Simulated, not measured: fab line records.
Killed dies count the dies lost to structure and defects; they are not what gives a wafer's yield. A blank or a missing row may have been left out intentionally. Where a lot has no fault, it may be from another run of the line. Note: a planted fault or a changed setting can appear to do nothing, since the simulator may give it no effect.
The tool behind it: which one? :: flow n5Finfet :: route of 1938 steps, sampled at 1 step: 12 lots, 36 wafers

== WHAT THE GAUGES SHOWED, per wafer ==
N5_BEOL_M0_SAQP_OVL_MEAS_15.
lot: L075
measured: day 5 19:02
on: overlay-01
M0_CORE_OVL (nm): 0.5 -0.5 -0.1

lot: L077
measured: day 6 08:34
on: overlay-01
M0_CORE_OVL (nm): -1.1 -1.0 -0.7

lot: L078
measured: day 6 22:06
on: overlay-01
M0_CORE_OVL (nm): 0.5 -0.4 0.3

lot: L081
measured: day 7 04:59
on: overlay-01
M0_CORE_OVL (nm): -1.5 -2.3 -1.7

lot: L083
measured: day 8 01:52
on: overlay-01
M0_CORE_OVL (nm): -1.1 -0.1 -1.0

lot: L085
measured: day 8 17:03
on: overlay-02
M0_CORE_OVL (nm): -0.6 -0.8 -0.2

lot: L087
measured: day 8 23:46
on: overlay-01
M0_CORE_OVL (nm): 0.5 0.6 0.8

lot: L089
measured: day 9 06:34
on: overlay-02
M0_CORE_OVL (nm): 1.2 -0.7 -1.4

lot: L091
measured: day 9 19:15
on: overlay-02
M0_CORE_OVL (nm): -1.5 -1.1 -0.9

lot: L093
measured: day 10 08:36
on: overlay-01
M0_CORE_OVL (nm): 0.1 0.6 -0.2

lot: L095
measured: day 10 22:35
on: overlay-02
M0_CORE_OVL (nm): -0.8 -0.2 -0.4

lot: L097
measured: day 11 12:19
on: overlay-02
M0_CORE_OVL (nm): 0.3 -0.5 1.1

== EACH LOT AND THE TOOL THAT RAN IT (in order: tool; ch and the chambers of the sampled wafers; start) ==
The record shows no process step preceding these readings.

== THE ANSWER, worked out from the rows above alone ==
Rule: what is usual is taken from the lots themselves. Put in order of their means at a reading, lots are off if they are a third of the lots or fewer, leave a main group of 4 or more, and stand apart from it by a gap of 3 or more times the standard deviation of the main group's means; of several such gaps the widest counts. A main group is skipped when, at the precision printed for the reading in the tables above, its means are all equal. A lot without any number at a reading at which 4 lots or more have one is off too. Where the step has rows for the other lots, those lots are counted as sound.
No lot is off at any reading shown: from this, nothing can be told.

== WHAT WAS PUT IN BY THE SIMULATOR ==
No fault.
